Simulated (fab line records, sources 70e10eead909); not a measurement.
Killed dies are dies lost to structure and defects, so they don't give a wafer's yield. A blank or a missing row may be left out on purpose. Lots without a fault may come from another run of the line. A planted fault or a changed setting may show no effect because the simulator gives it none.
fab line records | flow nand_harc
record lots=6 wafers=18 last_day=33
route steps=1302 shown P_CONTACT@218
lots that met no fault: from a run of the same line without faults
start_h: hours from the record's first day to the start of the lot's first wafer shown | wait_h: hours since the lot's step before | " the same as in the row above | L1.1+2: a row that stands for several wafers | - no value, or no start given | * or withheld: withheld | < > ~ a bound
route shown NAME@n: a module of which the file shows steps, and the number in the route of the first | usual: mean/standard deviation of fault-free wafers | same: alike in all rows | chamber/n: place in a boat | sites: the reading at each site | _std_site: their standard deviation | _edge_site: outer sites' mean less inner sites' | radius_mm: how far each site lies from the wafer's centre | mask NAME#n: copy n | behind: the tool/chamber that last shaped the wafer | hold: why the lot was held/for how many hours/how that ended | device: the transistor (n, p or np) that didn't switch | end of line: the same wafers' tests at the end of the route | a step without rows: its recipe alone | killed: dies lost to structure and defects at the first sort, not the wafer's yield | map: a wafer's dies, x killed, . not, _ none there
set.NAME: the setting as run; set.NAME@STEP: as run at that earlier step | model.NAME: the simulator's own value behind a step, which no gauge read
lots at some steps of the route; a table a step, a row a wafer
services: from which hour (start_h, from the record's first day; less than 0 if before it) a tool's chamber was out of use, for how many hours, and why
## steps
# step NHARC_P_CONTACT_DEP_00
# recipe target_thk_a=5000 temp_c=400 pressure_torr=6.5 rf_w=900 teos_flow_sccm=161.4 flow_sccm=2650 target_thk_nm=500 gas=O2 material=SiO2
# usual heater_power_w=556/100 throttle_valve_pct=16.1/0.52
# columns lot.wafer tool chamber start_h wait_h heater_power_w throttle_valve_pct
L292.3 pecvd-03 1 - - 522 15.7
L292.1 " 2 " " 551 16.2
L292.4 " 2 " " 554 16.3
L298.1 pecvd-04 1 - - 566 15.5
L298.6 " 1 " " 585 15.7
L298.4 " 0 " " 536 17.2
L305.3 pecvd-01 0 267.55 0.6 760 16.6
L305.4 " 0 " " 789 16.6
L305.6 " 0 " " 622 16.5
L306.2 pecvd-03 0 - - 443 15.5
L306.5 " 1 " " 589 16.4
L306.4 " 0 " " 471 15.4
L309.3 pecvd-04 0 - - 615 16.4
L309.2 " 1 " " 546 15.6
L309.1 " 2 " " 529 16.4
L313.1 pecvd-03 2 - - 593 16.6
L313.5 " 2 " " 469 16.7
L313.6 " 0 " " 431 15.3
# step NHARC_P_CONTACT_CMP_01
# recipe target_thk_nm=200 material=SiO2
# usual motor_current_A=12.2/1.3 retaining_ring_pressure_frac=1.000/0.0048
# columns lot.wafer tool chamber start_h wait_h motor_current_A retaining_ring_pressure_frac
L292.3 cmp-04 0 132.53 - 10.1 1.016
L292.1 " 1 " " 12.7 0.998
L292.4 " 3 " " 13.9 1.003
L298.4 cmp-02 2 191.76 - 11.0 1.002
L298.1 " 1 " " 12.8 1.010
L298.6 " 3 " " 11.8 1.002
L305.4 cmp-04 2 268.30 0.5 13.3 1.007
L305.3 " 1 " " 12.9 0.999
L305.6 " 2 " " 12.9 1.002
L306.2 cmp-04 0 273.95 - 10.4 0.995
L306.4 " 2 " " 13.0 1.003
L306.5 " 0 " " 10.0 0.997
L309.1 cmp-01 1 302.46 - 11.1 0.997
L309.2 " 2 " " 11.6 1.002
L309.3 " 3 " " 14.2 1.004
L313.1 cmp-01 3 334.26 - 14.6 0.989
L313.5 " 0 " " 11.9 1.008
L313.6 " 1 " " 10.4 0.999
# step NHARC_P_CONTACT_SRD_03
# step NHARC_P_CONTACT_DEHYDRATE_04
# recipe temp_c=150 time_s=120
# step NHARC_P_CONTACT_HMDS_05
# recipe time_s=30
# step NHARC_P_CONTACT_COAT_33
# recipe temp_c=260 time_s=75
# step NHARC_P_CONTACT_COAT_34
# recipe temp_c=225 time_s=65
# step NHARC_P_CONTACT_COAT_06
# recipe spin_rpm=1500 resist_thk_nm=90
# step NHARC_P_CONTACT_SOFTBAKE_07
# recipe temp_c=105 time_s=55
# step NHARC_P_CONTACT_EBR_08
# step NHARC_P_CONTACT_EXPOSE_09
# recipe na=1.35 target_cd_nm=90 dose_mj=81.26 mask_id=P_CA
# step NHARC_P_CONTACT_PEB_10
# recipe peb_temp_c=100 peb_time_s=65
# usual exhaust_pa=44.9/0.83 plate_temp_C=99.99/0.12
# columns lot.wafer tool chamber start_h wait_h exhaust_pa plate_temp_C
L292.1 litho_track-01 0 133.15 0.1 45.4 99.98
L292.3 " 0 " " 43.9 99.97
L292.4 " 0 " " 44.9 100.05
L298.1 litho_track-04 0 192.51 0.1 44.0 99.83
L298.4 " 0 " " 44.0 99.89
L298.6 " 0 " " 44.0 99.91
L305.3 litho_track-01 0 268.93 0.0 44.8 100.60
L305.4 " 0 " " 44.0 100.64
L305.6 " 0 " " 44.3 100.53
L306.2 litho_track-01 0 274.57 0.1 45.8 100.75
L306.4 " 0 " " 45.8 100.59
L306.5 " 0 " " 46.2 100.60
L309.1 litho_track-06 0 303.18 0.1 44.5 99.85
L309.2 " 0 " " 44.4 99.95
L309.3 " 0 " " 44.8 100.10
L313.1 litho_track-04 0 334.93 0.1 44.8 100.01
L313.5 " 0 " " 46.0 99.89
L313.6 " 0 " " 46.2 99.94
# step NHARC_P_CONTACT_DEVELOP_11
# recipe develop_time_s=35 dev_temp_c=23
# step NHARC_P_CONTACT_CD_MEAS_12
# recipe target_cd_nm=90 landing_energy_ev=500
# usual cd_nm=90.0/0.79
# columns lot.wafer tool chamber start_h wait_h cd_nm
L292.1 cd_sem-03 0 133.23 - 87.7
L292.3 " 0 " " 90.4
L292.4 " 0 " " 89.4
L298.1 cd_sem-03 0 192.58 - 89.1
L298.4 " 0 " " 88.7
L298.6 " 0 " " 89.8
L305.3 cd_sem-02 0 269.01 - 91.9
L305.4 " 0 " " 93.0
L305.6 " 0 " " 91.7
L306.2 cd_sem-03 0 274.65 - 90.3
L306.4 " 0 " " 91.6
L306.5 " 0 " " 91.0
L309.1 cd_sem-01 0 303.26 - 89.8
L309.2 " 0 " " 90.3
L309.3 " 0 " " 90.7
L313.1 cd_sem-01 0 335.01 - 88.8
L313.5 " 0 " " 88.4
L313.6 " 0 " " 89.0
# step NHARC_P_CONTACT_OVL_MEAS_13
# usual overlay_x_nm=-0.1/0.74 overlay_y_nm=-0.3/0.72
# columns lot.wafer tool chamber start_h wait_h overlay_x_nm overlay_y_nm
L292.1 overlay-01 - 133.32 - 0.3 -1.1
L292.3 " - " " -0.2 -0.5
L292.4 " - " " 0.1 -0.6
L298.1 overlay-01 - 192.67 - 0.2 -0.1
L298.4 " - " " 0.6 0.0
L298.6 " - " " -0.2 0.0
L305.3 overlay-01 - 269.09 - 0.9 -0.4
L305.4 " - " " 0.1 -0.2
L305.6 " - " " 0.3 -0.6
L306.2 overlay-02 - 274.74 - -1.5 0.2
L306.4 " - " " -1.5 0.2
L306.5 " - " " -1.6 0.0
L309.1 overlay-01 - 303.35 - -0.2 -0.2
L309.2 " - " " -0.2 0.0
L309.3 " - " " -0.3 -1.2
L313.1 overlay-01 - 335.10 - -0.8 0.1
L313.5 " - " " -0.8 0.3
L313.6 " - " " -1.0 0.2
# step NHARC_P_CONTACT_INSPECT_14
# usual raw_defect_count=4.3/2.6
# columns lot.wafer tool chamber start_h wait_h raw_defect_count
L292.1 defect_inspect-02 - 133.36 0.0 2
L292.3 " - " " 1
L292.4 " - " " 4
L298.1 defect_inspect-02 - 192.71 0.0 3
L298.4 " - " " 3
L298.6 " - " " 4
L305.3 defect_inspect-02 - 269.13 0.0 3
L305.4 " - " " 4
L305.6 " - " " 0
L306.2 defect_inspect-02 - 274.78 0.0 8
L306.4 " - " " 2
L306.5 " - " " 5
L309.1 defect_inspect-02 - 303.38 0.0 8
L309.2 " - " " 3
L309.3 " - " " 3
L313.1 defect_inspect-02 - 335.15 0.1 2
L313.5 " - " " 3
L313.6 " - " " 6
# step NHARC_P_CONTACT_DESCUM_17
# recipe time_s=3 o2_flow_sccm=200 ar_flow_sccm=0 bias_power_w=0 chemistry=O2
# usual drypump_motor_current_A=5.7/0.47 oes_product_au=0.996/0.015 rf_vpp_V=57.9/0.97 showerhead_plenum_p_Torr=1.92/0.1 throttle_valve_pct=11.311/0.0094
# same time_s=3
# columns lot.wafer tool chamber start_h wait_h drypump_motor_current_A oes_product_au rf_hours_counter_h rf_vpp_V showerhead_plenum_p_Torr throttle_valve_pct model.P_CONTACT.cd_nm
L292.4 rie_diel-13 0 133.42 0.1 6.0 0.984 3.9 57.6 1.85 11.306 88.95
L292.1 " 1 " " 5.0 1.012 3.9 56.3 1.79 11.313 88.38
L292.3 " 2 " " 6.7 1.006 4.1 60.0 1.91 11.318 89.42
L298.1 rie_diel-13 1 192.78 0.1 5.0 1.006 0.6 57.1 1.79 11.319 88.57
L298.4 " 3 " " 6.0 0.969 0.5 57.7 1.79 11.311 88.51
L298.6 " 0 " " 6.1 0.978 - 56.6 1.85 11.317 90.3
L305.3 rie_diel-10 1 269.20 0.1 5.7 0.982 0.4 58.9 1.88 11.325 92.24
L305.4 " 2 " " 5.7 0.975 0.5 57.6 1.91 11.318 93.34
L305.6 " 0 " " 5.7 0.982 - 57.4 2.04 11.315 91.49
L306.2 rie_diel-13 1 274.84 0.1 5.0 1.018 3.3 57.6 1.79 11.299 90.04
L306.4 " 3 " " 6.0 0.970 3.4 57.1 1.79 11.301 91.44
L306.5 " 2 " " 6.7 1.021 - 56.9 1.91 11.310 90.55
L309.1 rie_diel-10 3 303.44 0.1 5.4 0.987 1.9 58.3 2.05 11.298 89.59
L309.2 " 1 " " 5.6 0.990 1.9 60.1 1.88 11.318 90.63
L309.3 " 2 " " 5.7 0.982 2.0 59.1 1.91 11.301 91.64
L313.1 rie_diel-10 1 335.22 0.1 5.6 0.988 4.0 57.8 1.88 11.309 89.24
L313.6 " 0 " " 5.8 0.986 - 59.0 2.04 11.300 88.96
L313.5 " 1 " " 5.6 0.989 - 59.3 1.88 11.315 88.55
# step NHARC_P_CONTACT_ETCH_35
# recipe target_depth_a=390 over_etch_frac=0.3 time_s=65 ion_energy_ev=80 cf4_flow_sccm=150 ar_flow_sccm=0 rf_w=300 bias_w=100 chemistry=CF4
# usual drypump_motor_current_A=5.7/0.45 oes_product_au=0.994/0.015 rf_vpp_V=151.4/1.3 showerhead_plenum_p_Torr=1.78/0.086 throttle_valve_pct=13.285/0.0097
# same time_s=65
# columns lot.wafer tool chamber start_h wait_h drypump_motor_current_A oes_product_au rf_hours_counter_h rf_vpp_V showerhead_plenum_p_Torr throttle_valve_pct model.P_CONTACT.cd_nm
L292.3 rie_diel-13 0 133.51 0.1 6.1 1.002 3.9 149.2 1.71 13.269 89.58
L292.4 " 2 " " 6.7 1.016 4.1 150.9 1.77 13.300 88.48
L292.1 " 3 " " 6.0 1.000 4.2 150.7 1.66 13.286 88.44
L298.4 rie_diel-13 3 192.86 0.1 6.0 0.969 0.5 150.3 1.66 13.281 89.23
L298.1 " 2 " " 6.7 1.019 0.4 151.6 1.77 13.291 88.49
L298.6 " 0 " " 6.0 0.979 - 152.0 1.71 13.298 90.56
L305.3 rie_diel-10 3 269.28 0.1 5.5 0.988 0.5 154.3 1.89 13.285 92.51
L305.4 " 0 " " 5.8 0.986 0.5 152.5 1.88 13.262 93.4
L305.6 " 3 " " 5.4 0.982 - 151.6 1.89 13.285 91.72
L306.4 rie_diel-13 2 274.93 0.1 6.7 1.016 3.2 150.5 1.77 13.295 91.53
L306.2 " 3 " " 6.1 0.983 3.4 149.6 1.66 13.294 90.51
L306.5 " 2 " " 6.7 1.012 - 151.8 1.77 13.308 90.68
L309.3 rie_diel-10 2 303.53 0.1 5.7 0.978 2.0 151.1 1.77 13.290 91.96
L309.2 " 3 " " 5.4 0.976 1.9 153.3 1.89 13.291 90.57
L309.1 " 1 " " 5.6 0.996 2.0 152.0 1.74 13.282 89.61
L313.1 rie_diel-10 3 335.31 0.1 5.4 1.001 4.0 153.7 1.89 13.280 89.35
L313.6 " 1 " " 5.6 0.982 - 150.9 1.74 13.275 89.02
L313.5 " 2 " " 5.7 0.989 - 151.4 1.77 13.286 88.77
# step NHARC_P_CONTACT_ETCH_36
# recipe target_depth_a=2600 over_etch_frac=0.25 time_s=406.25 ion_energy_ev=200 n2_flow_sccm=150 h2_flow_sccm=150 ar_flow_sccm=0 rf_w=400 bias_w=150 chemistry=N2/H2
# usual drypump_motor_current_A=5.7/0.44 oes_product_au=0.995/0.015 rf_vpp_V=431/3.1 showerhead_plenum_p_Torr=2.05/0.11 throttle_valve_pct=14.173/0.0091
# same time_s=406.25
# columns lot.wafer tool chamber start_h wait_h drypump_motor_current_A oes_product_au rf_hours_counter_h rf_vpp_V showerhead_plenum_p_Torr throttle_valve_pct
L292.3 rie_diel-13 3 - - 6.0 0.992 4.3 426 1.91 14.183
L292.4 " 1 " " 5.0 1.008 3.9 427 1.90 14.168
L292.1 " 2 " " 6.7 1.022 4.1 431 2.04 14.184
L298.1 rie_diel-13 1 - - 5.0 1.007 0.6 425 1.90 14.179
L298.4 " 3 " " 6.0 0.966 0.6 427 1.91 14.173
L298.6 " 1 " " 5.0 1.009 - 427 1.90 14.176
L305.3 rie_diel-10 1 - - 5.6 0.997 0.5 430 2.00 14.163
L305.4 " 2 " " 5.7 0.979 0.6 431 2.04 14.182
L305.6 " 0 " " 5.7 1.000 - 435 2.18 14.171
L306.4 rie_diel-13 1 - - 5.0 1.011 3.4 426 1.90 14.164
L306.2 " 0 " " 6.1 0.989 3.5 429 1.96 14.167
L306.5 " 1 " " 5.0 1.024 - 427 1.90 14.181
L309.2 rie_diel-10 2 - - 5.7 0.986 2.1 428 2.04 14.166
L309.1 " 3 " " 5.4 0.986 2.0 435 2.19 14.153
L309.3 " 0 " " 5.8 0.990 2.0 435 2.18 14.160
L313.1 rie_diel-10 0 - - 5.7 0.994 4.4 435 2.18 14.175
L313.6 " 0 " " 5.8 0.987 - 434 2.18 14.160
L313.5 " 1 " " 5.6 0.995 - 429 2.00 14.163
## services
# columns tool chamber start_h hours kind
rie_diel-10 0 110.00 12.5 repair
rie_diel-10 - 110.97 12.2 repair
cmp-04 - 113.45 4.0 pm
cmp-04 - 133.47 0.5 repair
cmp-01 - 138.83 3.7 repair
litho_track-01 - 155.00 7.0 pm
rie_diel-10 2 157.98 2.0 repair
rie_diel-13 - 165.01 9.0 pm
cmp-01 - 168.25 0.5 repair
cmp-01 - 169.58 1.6 repair
cmp-04 - 169.75 0.4 repair
cmp-04 - 172.97 1.2 repair
rie_diel-13 2 175.56 2.4 repair
cmp-01 - 177.18 1.2 repair
pecvd-03 - 185.05 13.0 pm
cmp-04 - 187.37 1.6 repair
rie_diel-10 1 189.39 11.8 repair
cmp-04 - 211.45 4.0 pm
rie_diel-10 - 242.63 9.0 pm
rie_diel-13 - 255.65 1.1 repair
cmp-04 - 302.63 1.3 repair
cmp-04 - 309.45 4.0 pm
cmp-04 - 327.90 0.9 repair
litho_track-01 - 330.00 7.0 pm
## key
first_sign step=NHARC_P_CONTACT_PEB_10 reading=plate_temp_C direction=up sigmas=5.2 usual=* struck=*
effect step=NHARC_P_CONTACT_CD_MEAS_12 reading=cd_nm direction=up sigmas=2 usual=90.0 struck=91.6 wafers_moved=3 through=control_loop
model_effect step=NHARC_P_CONTACT_DESCUM_17 value=P_CONTACT.cd_nm without=90 struck=91.52
model_effect step=NHARC_P_CONTACT_ETCH_35 value=P_CONTACT.cd_nm without=90.21 struck=91.73
met_at NHARC_P_CONTACT_PEB_10
struck_wafers L305.3,L305.4,L305.6,L306.2,L306.4,L306.5
tester_left_out L305,L306
loop_trim step=NHARC_P_CONTACT_EXPOSE_09 setting=dose lots=L306
onset_between 133.15 268.93
fault kind=process_parameter_drift tool=litho_track-01 chamber=- onset_h=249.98 steps=NHARC_P_CONTACT_PEB_10 channel=peb_temp_c offset=* shape=step end_h=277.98 acts_in=* stated=*
# tester_left_out: of these lots the tester's yield and bins aren't shown, on N5 and GAA mostly nor the transistor test; their killed dies are dies lost to structure and defects alone, not to doping, threshold or leakage, so they don't give the yield
# loop_trim: a control loop set the setting to another value than it would have without faults
